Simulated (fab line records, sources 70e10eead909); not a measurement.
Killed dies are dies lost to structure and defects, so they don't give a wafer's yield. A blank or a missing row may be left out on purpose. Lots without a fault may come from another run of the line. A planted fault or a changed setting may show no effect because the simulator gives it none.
Which tool did it? | flow nand_harc | 15 lots, 45 wafers sampled, at 6 steps of a route of 1159

WHAT THE GAUGES READ, wafer by wafer
NHARC_P_GATE_OVL_MEAS_27.
lot  | measured     | on         | overlay_x_nm (nm) | overlay_y_nm (nm)
L285 | day 4 15:52  | overlay-01 | 0.5 0.1 -0.5      | 0.7 0.4 -0.1
L286 | day 4 16:08  | overlay-01 | -0.1 -0.4 -0.4    | 1.0 0.8 1.1
L287 | day 5 04:42  | overlay-01 | -0.3 -0.5 -0.4    | 1.4 1.6 1.7
L290 | day 5 20:02  | overlay-01 | -1.0 -0.7 -0.9    | -0.1 -0.2 0.4
L289 | day 5 20:26  | overlay-01 | -0.8 -1.2 -0.6    | -0.1 0.3 -0.1
L291 | day 6 09:16  | overlay-02 | 0.4 0.0 0.4       | -1.0 -1.0 -0.7
L293 | day 6 20:44  | overlay-01 | 0.1 -0.9 0.5      | -0.3 0.1 -0.9
L294 | day 6 21:32  | overlay-01 | -1.3 -0.8 -0.6    | 0.6 0.5 0.5
L298 | day 7 23:09  | overlay-01 | 0.2 -0.4 -0.2     | 1.3 1.3 1.3
L296 | day 7 23:55  | overlay-01 | 1.0 1.5 0.2       | 0.0 -0.4 0.5
L297 | day 8 01:00  | overlay-01 | 1.3 1.2 0.9       | -2.6 -2.7 -2.4
L300 | day 8 11:14  | overlay-02 | 0.0 -0.5 0.4      | 1.2 1.1 1.4
L307 | day 10 01:41 | overlay-01 | 0.5 0.1 0.4       | -0.6 -1.0 -0.9
L306 | day 10 01:50 | overlay-02 | -0.1 0.2 -0.2     | 0.0 0.1 0.0
L308 | day 10 05:51 | overlay-01 | 0.4 -0.1 0.2      | 1.2 1.4 1.4

NHARC_P_GATE_CD_MEAS_59: target cd 720 nm.
lot  | measured     | on        | cd_nm (nm)
L285 | day 5 05:41  | cd_sem-02 | 723.5 722.1 725.9
L286 | day 5 06:11  | cd_sem-03 | 717.5 720.4 717.6
L287 | day 5 18:23  | cd_sem-03 | 721.9 723.6 719.0
L290 | day 6 09:34  | cd_sem-03 | 716.0 717.6 715.4
L289 | day 6 10:08  | cd_sem-03 | 720.8 716.8 719.9
L291 | day 6 23:10  | cd_sem-02 | 723.5 722.2 722.4
L293 | day 7 12:38  | cd_sem-02 | 722.1 721.1 720.3
L294 | day 7 11:35  | cd_sem-03 | 715.4 714.2 717.7
L298 | day 8 13:01  | cd_sem-03 | 718.6 716.3 716.4
L296 | day 8 15:43  | cd_sem-03 | - - -
L297 | day 8 20:15  | cd_sem-02 | - - -
L300 | day 9 02:57  | cd_sem-02 | - - -
L307 | day 10 15:29 | cd_sem-03 | 717.5 719.3 719.8
L306 | day 10 15:47 | cd_sem-03 | 721.7 725.4 721.5
L308 | day 10 20:06 | cd_sem-02 | 719.5 723.6 721.8

NHARC_P_GATE_INSPECT_68.
lot  | measured     | on                | raw_defect_count
L285 | day 5 11:05  | defect_inspect-02 | 469 171 138
L286 | day 5 11:46  | defect_inspect-01 | 214 308 189
L287 | day 5 23:05  | defect_inspect-01 | 202 161 172
L290 | day 6 14:23  | defect_inspect-01 | 115 141 99
L289 | day 6 15:07  | defect_inspect-02 | 300 541 250
L291 | day 7 03:58  | defect_inspect-02 | 93 165 169
L293 | day 7 17:33  | defect_inspect-01 | 295 212 225
L294 | day 7 16:36  | defect_inspect-02 | 492 288 289
L298 | day 8 17:44  | defect_inspect-02 | 190 263 317
L296 | day 8 20:39  | defect_inspect-01 | 1386 1277 1359
L297 | day 9 01:05  | defect_inspect-02 | 1609 1338 1224
L300 | day 9 08:05  | defect_inspect-02 | 1295 1195 1297
L307 | day 10 20:16 | defect_inspect-01 | 157 199 163
L306 | day 10 21:01 | defect_inspect-02 | 354 102 249
L308 | day 11 00:54 | defect_inspect-01 | 307 300 317

WHICH TOOL RAN EACH LOT (tool, then ch and the chambers of the sampled wafers, then the start)
lot  | NHARC_P_GATE_ALD_36               | NHARC_P_GATE_STRIP_111               | NHARC_P_GATE_EXPOSE_56
L285 | ald_sin-01 ch 0,1,3, day 4 18:31  | plasma_asher-02 ch 0,1, day 5 04:35  | krf_scanner-03 ch 0, day 5 05:32
L286 | ald_sin-04 ch 0,2,3, day 4 17:41  | plasma_asher-02 ch 0,1, day 5 04:57  | krf_scanner-02 ch 0, day 5 06:01
L287 | ald_sin-01 ch 2,3, day 5 06:12    | plasma_asher-02 ch 1, day 5 17:13    | krf_scanner-04 ch 0, day 5 18:14
L290 | ald_sin-04 ch 0,1,2, day 5 23:29  | plasma_asher-02 ch 0,1, day 6 08:30  | krf_scanner-02 ch 0, day 6 09:25
L289 | ald_sin-01 ch 1,3, day 5 21:47    | plasma_asher-01 ch 1, day 6 08:55    | krf_scanner-03 ch 0, day 6 09:59
L291 | ald_sin-02 ch 1,2, day 6 11:43    | plasma_asher-01 ch 0, day 6 21:56    | krf_scanner-02 ch 0, day 6 23:00
L293 | ald_sin-01 ch 0,2,3, day 6 23:41  | plasma_asher-02 ch 0,1, day 7 11:25  | krf_scanner-03 ch 0, day 7 12:29
L294 | ald_sin-04 ch 0,3, day 6 23:14    | plasma_asher-02 ch 0,1, day 7 10:20  | krf_scanner-02 ch 0, day 7 11:26
L298 | ald_sin-02 ch 0,1, day 8 01:53    | plasma_asher-02 ch 0,1, day 8 12:01  | krf_scanner-03 ch 0, day 8 12:52
L296 | ald_sin-04 ch 1,2,3, day 8 02:42  | plasma_asher-01 ch 0,1, day 8 14:32  | krf_scanner-03, day 8 15:34
L297 | ald_sin-02 ch 0,1,3, day 8 08:12  | plasma_asher-01 ch 0,1, day 8 19:02  | krf_scanner-04, day 8 20:06
L300 | ald_sin-01 ch 0,2, day 8 13:58    | plasma_asher-01 ch 0, day 9 01:42    | krf_scanner-03, day 9 02:47
L307 | ald_sin-01 ch 2,3, day 10 03:05   | plasma_asher-01 ch 0,1, day 10 14:22 | krf_scanner-03 ch 0, day 10 15:21
L306 | ald_sin-02 ch 0,1,3, day 10 03:16 | plasma_asher-02 ch 0,1, day 10 14:32 | krf_scanner-04 ch 0, day 10 15:38
L308 | ald_sin-04 ch 0,1,3, day 10 09:59 | plasma_asher-02 ch 0,1, day 10 18:56 | krf_scanner-03 ch 0, day 10 19:57
- NHARC_P_GATE_ALD_36: deposits SiNx, target thk 20 nm, pulse time 60 s, ald cycles 223.
- NHARC_P_GATE_STRIP_111: strips in N2/H2, time 250 s.
- NHARC_P_GATE_EXPOSE_56: exposes mask P PSD, target cd 720 nm.

WHAT THE TOOLS THEMSELVES READ (means of the sampled wafers that have a number; where no wafer has one, the mark that the record gives instead)
NHARC_P_GATE_ALD_36.
lot  | tool       | heater_power_w (W) | precursor_pulse_height_rel
L285 | ald_sin-01 | 734                | 0.989
L286 | ald_sin-04 | 839                | 0.987
L287 | ald_sin-01 | 809                | 1.015
L290 | ald_sin-04 | 862                | 0.991
L289 | ald_sin-01 | 772                | 1.000
L291 | ald_sin-02 | 906                | 1.022
L293 | ald_sin-01 | 788                | 0.990
L294 | ald_sin-04 | 877                | 0.998
L298 | ald_sin-02 | 845                | 1.011
L296 | ald_sin-04 | 793                | 1.005
L297 | ald_sin-02 | 853                | 1.008
L300 | ald_sin-01 | 697                | 1.002
L307 | ald_sin-01 | 800                | 1.007
L306 | ald_sin-02 | 853                | 1.015
L308 | ald_sin-04 | 821                | 1.015

NHARC_P_GATE_STRIP_111.
lot  | tool            | drypump_motor_current_A (A) | heater_power_w (W)
L285 | plasma_asher-02 | 5.56                        | 98
L286 | plasma_asher-02 | 5.55                        | 99
L287 | plasma_asher-02 | 5.31                        | 93
L290 | plasma_asher-02 | 5.55                        | 98
L289 | plasma_asher-01 | 5.86                        | 98
L291 | plasma_asher-01 | 5.16                        | 93
L293 | plasma_asher-02 | 5.53                        | 98
L294 | plasma_asher-02 | 5.54                        | 97
L298 | plasma_asher-02 | 5.54                        | 100
L296 | plasma_asher-01 | 5.40                        | 94
L297 | plasma_asher-01 | 5.37                        | 95
L300 | plasma_asher-01 | 5.18                        | 92
L307 | plasma_asher-01 | 5.40                        | 94
L306 | plasma_asher-02 | 5.42                        | 96
L308 | plasma_asher-02 | 5.53                        | 98

NHARC_P_GATE_EXPOSE_56.
lot  | tool           | exposure_dose_mJ_cm2 | focus_offset_nm (nm)
L285 | krf_scanner-03 | 14.821               | 0.0
L286 | krf_scanner-02 | 14.794               | 0.5
L287 | krf_scanner-04 | 14.814               | -0.1
L290 | krf_scanner-02 | 14.815               | 0.2
L289 | krf_scanner-03 | 14.800               | 0.7
L291 | krf_scanner-02 | 14.801               | -0.3
L293 | krf_scanner-03 | 14.786               | -0.1
L294 | krf_scanner-02 | 14.810               | 0.4
L298 | krf_scanner-03 | 14.810               | 0.0
L296 | krf_scanner-03 | -                    | -
L297 | krf_scanner-04 | -                    | -
L300 | krf_scanner-03 | -                    | -
L307 | krf_scanner-03 | 14.803               | 0.5
L306 | krf_scanner-04 | 14.815               | 0.3
L308 | krf_scanner-03 | 14.811               | 0.1

THE ANSWER, worked out from the rows above alone
Rule: what is usual is taken from the lots themselves. Put in order of their means at a reading, lots are off if they are a third of the lots or fewer, leave a main group of 4 or more, and stand apart from it by a gap of 3 or more times the standard deviation of the main group's means; of several such gaps the widest counts. A main group whose means are all the same, to the digits that the tables above print for the reading, isn't used. A lot without any number at a reading at which 4 lots or more have one is off too. The other lots that the step has rows for count as sound. The gauges are gone through in route order, then the tools' own readings, and for those a lot's mean is taken as printed above. The first step at which some lot is off is used, and at that step the reading that is off furthest; a lot without a number counts as furthest.
Off: L296, L297, L300, at NHARC_P_GATE_CD_MEAS_59 (cd_nm). Without a number there: L296, L297, L300. The main group: mean 720.0 nm, standard deviation 2.6.
A tool fits if, at a process step before that reading, it ran every lot that is off, and no sound lot after the first of them. The gauges at NHARC_P_GATE_CD_MEAS_59 aren't tried: what is off there is off at NHARC_P_GATE_INSPECT_68 too, on other tools, and a gauge's error can't cause that. None of those tried fits.

WHAT THE SIMULATOR HAD PUT IN
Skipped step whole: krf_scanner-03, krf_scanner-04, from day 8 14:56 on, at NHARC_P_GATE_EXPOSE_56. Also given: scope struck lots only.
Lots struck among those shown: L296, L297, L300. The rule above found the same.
